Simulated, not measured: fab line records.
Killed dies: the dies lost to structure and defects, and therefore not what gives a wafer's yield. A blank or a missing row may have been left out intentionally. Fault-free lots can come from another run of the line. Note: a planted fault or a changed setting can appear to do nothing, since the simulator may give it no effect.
fab line records | flow n5_finfet
record: lots: 10 | wafers: 30 | last_day: 17
route steps=1938 shown MOL_CONTACT_COAG@551 BEOL_M15@1828 MIM_TOP@1835 PASSIVATION@1936
lots untouched by any fault: they come from a run of this same line in which no faults occurred
start_h: hours from the record's first day to the start of the lot's first wafer shown | wait_h: how many hours have passed since the lot's step before this one | " repeats the value in the row above | L1.1+2: a single row standing in for several wafers | - no value present, or no start provided | * or withheld: withheld | < > ~ a bound
route shown NAME@n: NAME is a module with steps in the file, n the number in the route of the first one | usual: the fault-free wafers' mean and standard deviation | same: alike in all rows | chamber/n: place in a boat | sites: readings site by site | _std_site: standard deviation across them | _edge_site: outer sites' mean less inner sites' | radius_mm: how far each site lies from the wafer's centre | mask NAME#n: copy n | behind: the last tool/chamber to shape the wafer | hold: what put the lot on hold/how long, in hours/how the hold closed | device: which transistor (n, p or np) failed to switch | end of line: the tests these same wafers got at the end of their route | where a step has no rows: the recipe by itself | killed: count of dies lost to structure and defects at first sort (not the wafer's yield) | map: per-die view of a wafer (x killed, . not killed, _ where there is no die)
set.NAME: the run value of the setting; set.NAME@STEP: its run value at that earlier step | model.NAME: the simulator's own value behind a step, which no gauge read
the route's steps for a sample of lots (tables are steps, rows are wafers)
services: the hour from which a tool's chamber was out of use, counted from the record's first day as start_h (under 0 if before that day), plus the number of hours and why
== steps ==
step: N5_MOL_CONTACT_COAG_SPUTTER_130
recipe: material: Co | target_thk_a: 475 | temp_c: 25 | chamber_pressure_pa: 0.5 | power_w: 3000
usual: susceptor_temp_C: 24.99/0.11 | throttle_valve_pct: 30.1/0.96
lot.wafer | tool           | chamber | start_h | wait_h | susceptor_temp_C | throttle_valve_pct
L192.1    | pvd_sputter-03 | -       | 92.09   | 0.0    | 24.86            | 30.1
L192.2    | "              | -       | "       | "      | 25.16            | 32.2
L192.5    | "              | -       | "       | "      | 24.96            | 30.1
L193.1    | pvd_sputter-01 | -       | 97.70   | 0.0    | 25.24            | 29.4
L193.2    | "              | -       | "       | "      | 24.94            | 30.6
L193.3    | "              | -       | "       | "      | 24.81            | 30.4
L194.1    | pvd_sputter-03 | -       | 110.42  | 0.0    | 24.74            | 31.9
L194.2    | "              | -       | "       | "      | 24.94            | 29.7
L194.4    | "              | -       | "       | "      | 25.01            | 29.9
L201.2    | pvd_sputter-01 | -       | 148.51  | 0.0    | 24.91            | 30.2
L201.4    | "              | -       | "       | "      | 24.92            | 30.7
L201.6    | "              | -       | "       | "      | 24.92            | 30.7
L203.1    | pvd_sputter-01 | -       | 167.41  | 0.0    | 24.97            | 30.5
L203.5    | "              | -       | "       | "      | 25.00            | 30.5
L203.6    | "              | -       | "       | "      | 25.02            | 30.1
L204.1    | pvd_sputter-03 | -       | 167.44  | 0.0    | 25.04            | 30.0
L204.2    | "              | -       | "       | "      | 24.99            | 30.0
L204.4    | "              | -       | "       | "      | 24.98            | 31.0
L206.1    | pvd_sputter-03 | -       | 191.13  | 0.0    | 25.25            | 29.7
L206.4    | "              | -       | "       | "      | 24.98            | 29.9
L206.5    | "              | -       | "       | "      | 25.02            | 30.1
L212.1    | pvd_sputter-03 | -       | 213.26  | 0.0    | 25.03            | 30.6
L212.2    | "              | -       | "       | "      | 25.18            | 29.7
L212.6    | "              | -       | "       | "      | 25.22            | 29.9
L213.3    | pvd_sputter-03 | -       | 228.38  | 0.0    | 24.84            | 30.3
L213.5    | "              | -       | "       | "      | 25.17            | 30.6
L213.6    | "              | -       | "       | "      | 25.03            | 32.1
L214.1    | pvd_sputter-02 | -       | 228.56  | 0.0    | 25.01            | 28.1
L214.4    | "              | -       | "       | "      | 25.10            | 28.9
L214.6    | "              | -       | "       | "      | 25.00            | 29.0
step: N5_BEOL_M15_RS_MEAS_54
recipe: thk_meas_gauge: four-point-probe | reads: Cu_of_BEOL_M15_ECD_47+Ta_of_BEOL_M15_SPUTTER_44+TaN_of_BEOL_M15_SPUTTER_43
usual: M15_RS: 0.0215/0.00034
lot.wafer | tool          | chamber | start_h | wait_h | M15_RS[ohm/sq]
L192.1    | film_metro-02 | -       | 248.68  | 0.0    | 0.0212
L192.2    | "             | -       | "       | "      | 0.0218
L192.5    | "             | -       | "       | "      | 0.0217
L194.1    | film_metro-02 | -       | 254.14  | 0.1    | 0.0216
L194.2    | "             | -       | "       | "      | 0.0219
L194.4    | "             | -       | "       | "      | 0.0219
L193.1    | film_metro-02 | -       | 262.63  | 0.0    | 0.0216
L193.2    | "             | -       | "       | "      | 0.0221
L193.3    | "             | -       | "       | "      | 0.0214
L201.2    | film_metro-01 | -       | 314.89  | 0.1    | 0.0214
L201.4    | "             | -       | "       | "      | 0.0210
L201.6    | "             | -       | "       | "      | 0.0213
L203.1    | film_metro-01 | -       | 330.40  | 0.0    | 0.0217
L203.5    | "             | -       | "       | "      | 0.0215
L203.6    | "             | -       | "       | "      | 0.0213
L204.1    | film_metro-01 | -       | 347.42  | 0.0    | 0.0218
L204.2    | "             | -       | "       | "      | 0.0210
L204.4    | "             | -       | "       | "      | 0.0215
L206.1    | film_metro-02 | -       | 354.40  | 0.0    | 0.0218
L206.4    | "             | -       | "       | "      | 0.0213
L206.5    | "             | -       | "       | "      | 0.0218
L212.1    | film_metro-01 | -       | 391.13  | 0.1    | 0.0222
L212.2    | "             | -       | "       | "      | 0.0213
L212.6    | "             | -       | "       | "      | 0.0216
L213.3    | film_metro-01 | -       | 393.27  | 0.1    | 0.0216
L213.5    | "             | -       | "       | "      | 0.0216
L213.6    | "             | -       | "       | "      | 0.0220
L214.1    | film_metro-02 | -       | 399.23  | 0.1    | 0.0210
L214.4    | "             | -       | "       | "      | 0.0218
L214.6    | "             | -       | "       | "      | 0.0217
step: N5_BEOL_M15_RC_MEAS_101
usual: etest_temp_c: 24.98/0.092 | COMB_M10: 1.49e-11/3e-12 | COMB_M10_max_site: 2.1e-11/4.2e-12 | COMB_M11: 1.6e-11/3.2e-12 | COMB_M12: 6.7e-12/1.6e-12 | COMB_M13: 5.3e-12/1.6e-12 | COMB_M14: 4e-12/1.3e-12 | COMB_M15: 2.8e-12/1.2e-12 | COMB_M5: 3.7e-11/7.6e-12 | COMB_M6: 2.5e-11/5e-12 | COMB_M7: 2.6e-11/5.6e-12 | COMB_M8: 2.6e-11/5.3e-12 | COMB_M9: 1.5e-11/3.1e-12 | SERP_M10: 3.05/0.085 | SERP_M11: 3.03/0.073 | SERP_M12: 0.646/0.017 | SERP_M13: 0.310/0.0058 | SERP_M14: 0.159/0.005 | SERP_M5: 39.1/1.9 | SERP_M6: 13.8/0.63 | SERP_M7: 13.6/0.48 | SERP_M8: 13.7/0.56 | SERP_M9: 3.09/0.079
lot.wafer | tool      | chamber | start_h | wait_h | etest_temp_c | COMB_M10[S/m] | COMB_M10_max_site[S/m] | COMB_M11[S/m] | COMB_M12[S/m] | COMB_M13[S/m] | COMB_M14[S/m] | COMB_M15[S/m] | COMB_M5[S/m] | COMB_M6[S/m] | COMB_M7[S/m] | COMB_M8[S/m] | COMB_M9[S/m] | SERP_M10[ohm/um] | SERP_M11[ohm/um] | SERP_M12[ohm/um] | SERP_M13[ohm/um] | SERP_M14[ohm/um] | SERP_M5[ohm/um] | SERP_M6[ohm/um] | SERP_M7[ohm/um] | SERP_M8[ohm/um] | SERP_M9[ohm/um]
L192.1    | prober-01 | 0       | 248.73  | 0.0    | 24.85        | 1.83e-11      | 2.3e-11                | 1.4e-11       | 5.9e-12       | 3.5e-12       | 2.7e-12       | 1.4e-12       | 2.3e-11      | 2.8e-11      | 1.9e-11      | 2.4e-11      | 9e-12        | 3.15             | 3.17             | 0.665            | 0.316            | 0.163            | 37.8            | 14.1            | 14.6            | 14.0            | 2.95
L192.2    | "         | 0       | "       | "      | 24.98        | 1.45e-11      | 2.3e-11                | 1.2e-11       | 7.2e-12       | 3.2e-12       | 2.2e-12       | 1.4e-12       | 3.6e-11      | 2.1e-11      | 2.6e-11      | 2.8e-11      | 1.3e-11      | 3.11             | 3.07             | 0.649            | 0.318            | 0.166            | 39.3            | 14.3            | 13.8            | 13.6            | 3.18
L192.5    | "         | 0       | "       | "      | 24.96        | 1.32e-11      | 2.3e-11                | 1.7e-11       | 5.9e-12       | 2.9e-12       | 2.6e-12       | 1.7e-12       | 2.2e-11      | 2.1e-11      | 2.4e-11      | 3.2e-11      | 1.1e-11      | 3.09             | 3.09             | 0.651            | 0.318            | 0.163            | 39.3            | 14.1            | 13.8            | 13.1            | 3.09
L194.1    | prober-02 | 0       | 254.19  | 0.0    | 24.95        | 1.73e-11      | 2.2e-11                | 1.8e-11       | 5.5e-12       | 4.8e-12       | 6.3e-12       | 3.1e-12       | 4.4e-11      | 3.4e-11      | 2.8e-11      | 2.1e-11      | 1.6e-11      | 3.03             | 2.93             | 0.663            | 0.317            | 0.156            | 42.0            | 14.3            | 13.9            | 13.9            | 3.16
L194.2    | "         | 0       | "       | "      | 24.85        | 1.08e-11      | 1.4e-11                | 1.8e-11       | 6.2e-12       | 5.8e-12       | 5.2e-12       | 3.8e-12       | 2.9e-11      | 2.8e-11      | 2.5e-11      | 2e-11        | 1.6e-11      | 3.11             | 3.04             | 0.635            | 0.314            | 0.165            | 37.9            | 14.1            | 13.2            | 13.9            | 3.10
L194.4    | "         | 0       | "       | "      | 24.83        | 1.66e-11      | 2.3e-11                | 1.5e-11       | 6.3e-12       | 5.9e-12       | 4.5e-12       | 3.2e-12       | 3.7e-11      | 2.7e-11      | 2.8e-11      | 1.7e-11      | 1.2e-11      | 2.99             | 3.03             | 0.661            | 0.314            | 0.151            | 38.5            | 13.3            | 12.9            | 13.3            | 3.03
L193.1    | prober-01 | 0       | 262.68  | 0.0    | 24.98        | 1.32e-11      | 1.8e-11                | 1.5e-11       | 5e-12         | 8.1e-12       | 3e-12         | 1.2e-12       | 2.7e-11      | 2.3e-11      | 2.9e-11      | 2.9e-11      | 1.3e-11      | 3.09             | 3.06             | 0.645            | 0.312            | 0.165            | 39.0            | 14.8            | 13.6            | 14.3            | 3.07
L193.2    | "         | 0       | "       | "      | 24.98        | 1.09e-11      | 1.3e-11                | 1.1e-11       | 8.1e-12       | 4.2e-12       | 3.9e-12       | 2.4e-12       | 3.9e-11      | 2.5e-11      | 2.7e-11      | 2.6e-11      | 1.3e-11      | 3.01             | 2.97             | 0.682            | 0.302            | 0.166            | 39.0            | 14.3            | 13.9            | 14.6            | 3.12
L193.3    | "         | 0       | "       | "      | 24.96        | 1.53e-11      | 2.1e-11                | 1.1e-11       | 6.8e-12       | 4.6e-12       | 3.3e-12       | 2.1e-12       | 4.1e-11      | 3.3e-11      | 3.4e-11      | 2e-11        | 1.5e-11      | 2.98             | 3.04             | 0.633            | 0.302            | 0.155            | 40.3            | 15.2            | 13.8            | 13.7            | 3.10
L201.2    | prober-02 | 0       | 315.09  | 0.2    | 24.89        | 1.13e-11      | 2.5e-11                | 1.6e-11       | 7.1e-12       | 6.2e-12       | 5.7e-12       | 3.5e-12       | 4.2e-11      | 3.4e-11      | 2.9e-11      | 2.5e-11      | 1.4e-11      | 2.93             | 3.09             | 0.664            | 0.311            | 0.167            | 37.0            | 13.7            | 14.1            | 14.4            | 3.06
L201.4    | "         | 0       | "       | "      | 24.88        | 1.56e-11      | 2e-11                  | 1.8e-11       | 6.4e-12       | 7.3e-12       | 6e-12         | 4.2e-12       | 3.3e-11      | 2.7e-11      | 2.5e-11      | 2.6e-11      | 1.2e-11      | 2.95             | 3.12             | 0.642            | 0.301            | 0.158            | 37.3            | 13.6            | 13.8            | 13.2            | 3.08
L201.6    | "         | 0       | "       | "      | 24.80        | 1.7e-11       | 2.2e-11                | 1.3e-11       | 7.6e-12       | 6.3e-12       | 5.5e-12       | 4.3e-12       | 3.6e-11      | 3e-11        | 3.7e-11      | 3.2e-11      | 1.4e-11      | 3.10             | 2.93             | 0.657            | 0.311            | 0.159            | 38.7            | 14.0            | 13.8            | 14.6            | 3.05
L203.1    | prober-01 | 0       | 330.46  | 0.0    | 24.95        | 1.81e-11      | 2.4e-11                | 1.8e-11       | 5.1e-12       | 4.2e-12       | 3.1e-12       | 1.7e-12       | 2.4e-11      | 1.9e-11      | 2.9e-11      | 2.7e-11      | 1.5e-11      | 2.81             | 2.98             | 0.614            | 0.305            | 0.150            | 40.3            | 13.3            | 13.9            | 14.0            | 3.08
L203.5    | "         | 0       | "       | "      | 25.08        | 1.11e-11      | 1.8e-11                | 1.5e-11       | 4.8e-12       | 3.2e-12       | 3.8e-12       | 1.7e-12       | 3.3e-11      | 2.9e-11      | 2.2e-11      | 2.7e-11      | 2e-11        | 2.90             | 2.93             | 0.652            | 0.300            | 0.163            | 39.8            | 13.8            | 12.9            | 13.2            | 3.07
L203.6    | "         | 0       | "       | "      | 25.08        | 1.27e-11      | 1.6e-11                | 1.5e-11       | 4.6e-12       | 2.9e-12       | 3.3e-12       | 1.4e-12       | 3.8e-11      | 2.7e-11      | 1.7e-11      | 2.2e-11      | 1.5e-11      | 2.97             | 2.95             | 0.653            | 0.318            | 0.152            | 37.3            | 14.4            | 13.1            | 13.5            | 3.07
L204.1    | prober-01 | 0       | 347.47  | 0.0    | 24.97        | 1e-11         | 2.2e-11                | 2.9e-11       | 5.2e-12       | 5.5e-12       | 3.1e-12       | 1.7e-12       | 3.7e-11      | 1.7e-11      | 2.7e-11      | 1.7e-11      | 1.5e-11      | 3.11             | 2.99             | 0.642            | 0.322            | 0.167            | 39.1            | 13.4            | 13.4            | 14.1            | 3.25
L204.2    | "         | 0       | "       | "      | 24.95        | 1.55e-11      | 2.2e-11                | 2.4e-11       | 6.3e-12       | 4e-12         | 2.4e-12       | 1.5e-12       | 2.6e-11      | 1.5e-11      | 3.2e-11      | 2.4e-11      | 1.1e-11      | 2.94             | 3.03             | 0.661            | 0.301            | 0.158            | 38.7            | 14.1            | 13.6            | 13.4            | 3.11
L204.4    | "         | 0       | "       | "      | 24.88        | 1.72e-11      | 2.9e-11                | 1.7e-11       | 8.3e-12       | 4.4e-12       | 3.3e-12       | 2.8e-12       | 5.1e-11      | 1.5e-11      | 2.1e-11      | 2.6e-11      | 1.3e-11      | 2.97             | 3.09             | 0.680            | 0.309            | 0.158            | 36.7            | 13.4            | 13.6            | 13.5            | 3.06
L206.1    | prober-01 | 0       | 354.45  | 0.0    | 24.97        | 1.49e-11      | 1.8e-11                | 1.7e-11       | 5.4e-12       | 4.1e-12       | 2.1e-12       | 2.4e-12       | 4.3e-11      | 3.8e-11      | 2.4e-11      | 2.1e-11      | 1.5e-11      | 2.99             | 3.05             | 0.651            | 0.318            | 0.154            | 38.0            | 12.8            | 13.6            | 13.7            | 3.09
L206.4    | "         | 0       | "       | "      | 24.92        | 1.6e-11       | 2.1e-11                | 1.4e-11       | 9e-12         | 3.8e-12       | 3.1e-12       | 1.8e-12       | 2.1e-11      | 2.3e-11      | 3.1e-11      | 1.8e-11      | 1.4e-11      | 3.01             | 3.10             | 0.638            | 0.307            | 0.162            | 41.3            | 13.1            | 13.4            | 14.6            | 3.04
L206.5    | "         | 0       | "       | "      | 25.03        | 1.75e-11      | 2.7e-11                | 1.6e-11       | 4.7e-12       | 4.6e-12       | 2.8e-12       | 1.6e-12       | 4.2e-11      | 2.6e-11      | 2.8e-11      | 2.8e-11      | 1.6e-11      | 3.01             | 3.11             | 0.622            | 0.314            | 0.166            | 37.4            | 12.5            | 13.5            | 13.6            | 3.08
L212.1    | prober-01 | 0       | 391.24  | 0.1    | 24.90        | 1.21e-11      | 1.6e-11                | 1.6e-11       | 5.5e-12       | 6.7e-12       | 2.5e-12       | 1.4e-12       | 3.7e-11      | 2.8e-11      | 2.2e-11      | 2.4e-11      | 1.2e-11      | 2.95             | 2.95             | 0.666            | 0.310            | 0.155            | 37.4            | 12.6            | 13.5            | 12.7            | 2.99
L212.2    | "         | 0       | "       | "      | 24.83        | 1.37e-11      | 1.6e-11                | 1.5e-11       | 5.3e-12       | 4.2e-12       | 3.7e-12       | 1.4e-12       | 3.7e-11      | 2.7e-11      | 3.2e-11      | 1.6e-11      | 1.5e-11      | 2.98             | 3.06             | 0.638            | 0.303            | 0.160            | 41.0            | 14.0            | 13.0            | 12.7            | 3.08
L212.6    | "         | 0       | "       | "      | 24.99        | 1.51e-11      | 2.2e-11                | 1.2e-11       | 5.9e-12       | 3.5e-12       | 2.4e-12       | 1.5e-12       | 3.2e-11      | 2.9e-11      | 2.1e-11      | 2.4e-11      | 1.2e-11      | 2.96             | 3.02             | 0.656            | 0.302            | 0.158            | 40.6            | 13.1            | 13.3            | 14.0            | 3.08
L213.3    | prober-01 | 0       | 393.62  | 0.3    | 25.10        | 1.6e-11       | 1.7e-11                | 1.2e-11       | 5.1e-12       | 5.9e-12       | 3e-12         | 1.1e-12       | 3.8e-11      | 2e-11        | 2e-11        | 2.7e-11      | 1.8e-11      | 3.00             | 3.01             | 0.632            | 0.309            | 0.161            | 38.2            | 12.8            | 12.5            | 13.4            | 3.01
L213.5    | "         | 0       | "       | "      | 24.90        | 9.7e-12       | 1.6e-11                | 1.6e-11       | 5.2e-12       | 5.2e-12       | 2.5e-12       | 1.5e-12       | 3.6e-11      | 2.7e-11      | 2.2e-11      | 4e-11        | 1.6e-11      | 2.95             | 3.04             | 0.619            | 0.310            | 0.154            | 42.0            | 12.9            | 12.8            | 13.1            | 2.98
L213.6    | "         | 0       | "       | "      | 25.14        | 1.23e-11      | 2.2e-11                | 1.5e-11       | 7.2e-12       | 4.4e-12       | 3.8e-12       | 2.3e-12       | 3.8e-11      | 1.7e-11      | 1.9e-11      | 3.2e-11      | 2.2e-11      | 2.90             | 3.17             | 0.670            | 0.309            | 0.158            | 38.6            | 13.8            | 13.7            | 14.4            | 3.06
L214.1    | prober-01 | 0       | 399.28  | 0.0    | 25.05        | 1.11e-11      | 1.6e-11                | 2.1e-11       | 4.4e-12       | 3.5e-12       | 1.9e-12       | 2.4e-12       | 2.8e-11      | 2.3e-11      | 2.3e-11      | 2.9e-11      | 1.7e-11      | 2.93             | 3.01             | 0.646            | 0.312            | 0.160            | 37.4            | 13.1            | 13.0            | 13.9            | 3.01
L214.4    | "         | 0       | "       | "      | 25.04        | 1.33e-11      | 1.6e-11                | 1.5e-11       | 5.7e-12       | 3.9e-12       | 3.1e-12       | 1.8e-12       | 2.8e-11      | 2.6e-11      | 2.5e-11      | 2.9e-11      | 2.2e-11      | 2.99             | 2.95             | 0.636            | 0.318            | 0.156            | 38.8            | 12.9            | 13.1            | 13.2            | 3.19
L214.6    | "         | 0       | "       | "      | 25.01        | 1.04e-11      | 1.5e-11                | 1e-11         | 4.9e-12       | 6.4e-12       | 2.8e-12       | 1.9e-12       | 4.2e-11      | 2.3e-11      | 3e-11        | 3e-11        | 1.3e-11      | 3.03             | 2.97             | 0.637            | 0.317            | 0.155            | 38.5            | 13.5            | 14.3            | 13.4            | 3.01
step: N5_MIM_TOP_ALD_01
recipe: material: HfO2 | target_thk_a: 56 | temp_c: withheld | ald_precursor_family: Hf-amide | ald_co_reactant: O3 | pulse_time_s: 1 | purge_time_s: 3 | co_reactant_purge_time_s: 2 | co_reactant_pulse_time_s: 3 | ald_cycles: 62
usual: precursor_pulse_height_rel: 1.000/0.019
same: pulse_time_s: 1
lot.wafer | tool      | chamber | start_h | wait_h | precursor_pulse_height_rel
L192.1    | ald_hk-01 | 0       | -       | -      | 1.027
L192.2    | "         | 2       | "       | "      | 1.017
L192.5    | "         | 2       | "       | "      | 0.976
L194.1    | ald_hk-01 | 2       | -       | -      | 0.994
L194.2    | "         | 0       | "       | "      | 1.023
L194.4    | "         | 3       | "       | "      | 1.018
L193.1    | ald_hk-01 | 2       | -       | -      | 0.992
L193.2    | "         | 3       | "       | "      | 0.981
L193.3    | "         | 0       | "       | "      | 0.989
L201.2    | ald_hk-02 | 0       | -       | -      | 1.006
L201.4    | "         | 1       | "       | "      | 0.992
L201.6    | "         | 1       | "       | "      | 1.004
L203.1    | ald_hk-02 | 3       | -       | -      | 1.023
L203.5    | "         | 2       | "       | "      | 1.025
L203.6    | "         | 3       | "       | "      | 0.990
L204.1    | ald_hk-02 | 1       | -       | -      | 1.012
L204.2    | "         | 3       | "       | "      | 1.043
L204.4    | "         | 2       | "       | "      | 1.026
L206.1    | ald_hk-02 | 2       | -       | -      | 1.002
L206.4    | "         | 3       | "       | "      | 1.007
L206.5    | "         | 2       | "       | "      | 1.007
L212.1    | ald_hk-03 | 0       | -       | -      | 1.038
L212.2    | "         | 3       | "       | "      | 1.010
L212.6    | "         | 0       | "       | "      | 0.978
L213.3    | ald_hk-01 | 3       | -       | -      | 0.992
L213.5    | "         | 1       | "       | "      | 0.997
L213.6    | "         | 2       | "       | "      | 1.019
L214.1    | ald_hk-02 | 2       | -       | -      | 1.024
L214.4    | "         | 0       | "       | "      | 0.980
L214.6    | "         | 1       | "       | "      | 1.016
step: N5_PASSIVATION_PROBE_49
usual: killed_at_M0_to_M3: 34/11 | killed_at_M4_up: 14/5.7 | killed_at_contacts: 14/6.9 | killed_at_front_end: 40/11 | killed_at_other: 4/3.1 | killed_dies: 105/17 | killed_open: 70/13 | killed_short: 34/7.6
same: gross_dies: 1180 | killed_at_back_side: 0
lot.wafer | tool      | chamber | start_h | wait_h | killed_at_M0_to_M3 | killed_at_M4_up | killed_at_contacts | killed_at_front_end | killed_at_other | killed_dies | killed_open | killed_short
L201.2    | prober-02 | -       | 331.62  | 0.1    | 42                 | 17              | 147                | 38                  | 6               | 250         | 109         | 26
L201.4    | prober-02 | -       | 331.72  | 0.2    | 30                 | 13              | 148                | 38                  | 2               | 231         | 69          | 41
L201.6    | prober-02 | -       | 331.82  | 0.3    | 35                 | 13              | 123                | 41                  | 8               | 220         | 83          | 25
L203.1    | prober-01 | -       | 343.49  | 0.0    | 19                 | 5               | 135                | 49                  | 2               | 210         | 63          | 30
L203.5    | prober-01 | -       | 343.69  | 0.2    | 45                 | 9               | 126                | 23                  | 3               | 206         | 61          | 35
L203.6    | prober-01 | -       | 343.74  | 0.3    | 22                 | 9               | 123                | 52                  | 7               | 213         | 65          | 36
L204.1    | prober-01 | -       | 362.11  | 0.0    | 38                 | 12              | 10                 | 27                  | 5               | 92          | 67          | 23
L204.2    | prober-01 | -       | 362.16  | 0.1    | 35                 | 10              | 13                 | 35                  | 0               | 93          | 65          | 26
L204.4    | prober-01 | -       | 362.26  | 0.2    | 47                 | 14              | 8                  | 31                  | 2               | 102         | 72          | 30
killed by level:class
L201.2 MOL_CONTACT_COAG:unspecified=114 MOL_CONTACT_COAG:geometric_particle:open=29 BEOL_M1:geometric_particle:open=13 FIN_SAQP:geometric_particle:open=11 BEOL_M4:geometric_particle:open=10 BEOL_M2:geometric_particle:open=8 BEOL_M3:geometric_particle:open=7 DUMMY_GATE:geometric_particle:open=6
L201.4 MOL_CONTACT_COAG:unspecified=120 MOL_CONTACT_COAG:geometric_particle:open=21 BEOL_M2:geometric_particle:open=11 FIN_SAQP:geometric_particle:open=7 MOL_CONTACT_COAG:geometric_particle:short=7 FIN_SAQP:geometric_particle:short=6 DUMMY_GATE:geometric_particle:open=6 BEOL_M0_SAQP:geometric_particle:short=5
L201.6 MOL_CONTACT_COAG:unspecified=112 BEOL_M2:geometric_particle:open=15 BEOL_M1:geometric_particle:open=10 STI_FIN_REVEAL:geometric_particle:open=9 MOL_CONTACT_COAG:geometric_particle:open=9 DUMMY_GATE:geometric_particle:open=6 FIN_SAQP:geometric_particle:open=5 STI_FIN_REVEAL:geometric_particle:short=5
L203.1 MOL_CONTACT_COAG:unspecified=117 MOL_CONTACT_COAG:geometric_particle:open=11 BEOL_M3:geometric_particle:open=8 SPACER0:geometric_particle:open=8 FIN_SAQP:geometric_particle:open=7 MOL_CONTACT_COAG:geometric_particle:short=7 GATE_CUT:geometric_particle:short=6 GATE_CUT:geometric_particle:open=6
L203.5 MOL_CONTACT_COAG:unspecified=109 MOL_CONTACT_COAG:geometric_particle:open=14 BEOL_M2:geometric_particle:open=10 BEOL_M0_SAQP:geometric_particle:short=9 BEOL_M3:geometric_particle:open=8 BEOL_M0_SAQP:geometric_particle:open=7 BEOL_M4:geometric_particle:open=6 SPACER0:geometric_particle:short=4
L203.6 MOL_CONTACT_COAG:unspecified=112 FIN_SAQP:geometric_particle:open=16 GATE_CUT:geometric_particle:short=13 MOL_CONTACT_COAG:geometric_particle:open=10 DUMMY_GATE:geometric_particle:open=6 BEOL_M0_SAQP:geometric_particle:short=6 FIN_SAQP:geometric_particle:short=5 BEOL_M1:geometric_particle:open=5
L204.1 BEOL_M2:geometric_particle:open=11 BEOL_M3:geometric_particle:open=10 MOL_CONTACT_COAG:geometric_particle:open=9 BEOL_M4:geometric_particle:open=7 FIN_SAQP:geometric_particle:open=5 FIN_SAQP:geometric_particle:short=4 DUMMY_GATE:geometric_particle:open=4 BEOL_M0_SAQP:geometric_particle:open=4
L204.2 BEOL_M3:geometric_particle:open=11 STI_FIN_REVEAL:geometric_particle:open=10 MOL_CONTACT_COAG:geometric_particle:open=9 BEOL_M0_SAQP:geometric_particle:open=6 BEOL_M1:geometric_particle:open=6 BEOL_M2:geometric_particle:open=5 FIN_SAQP:geometric_particle:short=4 MOL_CONTACT_COAG:geometric_particle:short=4
L204.4 BEOL_M2:geometric_particle:open=24 BEOL_M4:geometric_particle:open=11 FIN_SAQP:geometric_particle:short=9 BEOL_M0_SAQP:geometric_particle:open=8 MOL_CONTACT_COAG:geometric_particle:open=7 DUMMY_GATE:geometric_particle:open=4 GATE_CUT:geometric_particle:short=4 BEOL_M0_SAQP:geometric_particle:short=4
== services ==
tool           | chamber | start_h | hours | kind
ald_hk-01      | -       | 92.00   | 8.7   | pm
pvd_sputter-02 | -       | 126.57  | 5.3   | repair
ald_hk-03      | -       | 128.93  | 1.2   | pm
ald_hk-01      | -       | 194.23  | 1.1   | repair
pvd_sputter-03 | -       | 235.09  | 39.9  | repair
ald_hk-03      | -       | 240.12  | 2.8   | pm
ald_hk-03      | -       | 243.36  | 1.5   | repair
ald_hk-01      | -       | 302.48  | 23.1  | repair
ald_hk-01      | -       | 328.54  | 1.0   | repair
ald_hk-01      | -       | 358.20  | 6.0   | pm
ald_hk-01      | -       | 364.20  | 2.8   | pm
== key ==
first_sign: step: N5_PASSIVATION_PROBE_49 | reading: killed_at_contacts | direction: up | sigmas: 17 | usual: 14 | struck: 134
effect: step: N5_PASSIVATION_PROBE_49 | reading: killed_dies | direction: up | sigmas: 7 | usual: 105 | struck: 222
more_kills_born_at: N5_MOL_CONTACT_COAG_SPUTTER_130@pvd_sputter-01: 684
met_at N5_MOL_CONTACT_COAG_SPUTTER_130
struck_lots L201,L203
tester_left_out L201,L203
not_acting_at N5_BEOL_M15_RS_MEAS_54,N5_BEOL_M15_RC_MEAS_101,N5_MIM_TOP_ALD_01
onset_between 97.70 148.51
fault: kind: chamber_particle_source | tool: pvd_sputter-01 | chamber: - | onset_h: 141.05 | steps: N5_MOL_CONTACT_COAG_SPUTTER_130 | rate_per_visit_cm2: 0.71395 | end_h: 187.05
tester_left_out: of these lots the tester's yield and bins aren't shown, on N5 and GAA mostly nor the transistor test; their killed dies are dies lost to structure and defects alone, not to doping, threshold or leakage, so they don't give the yield
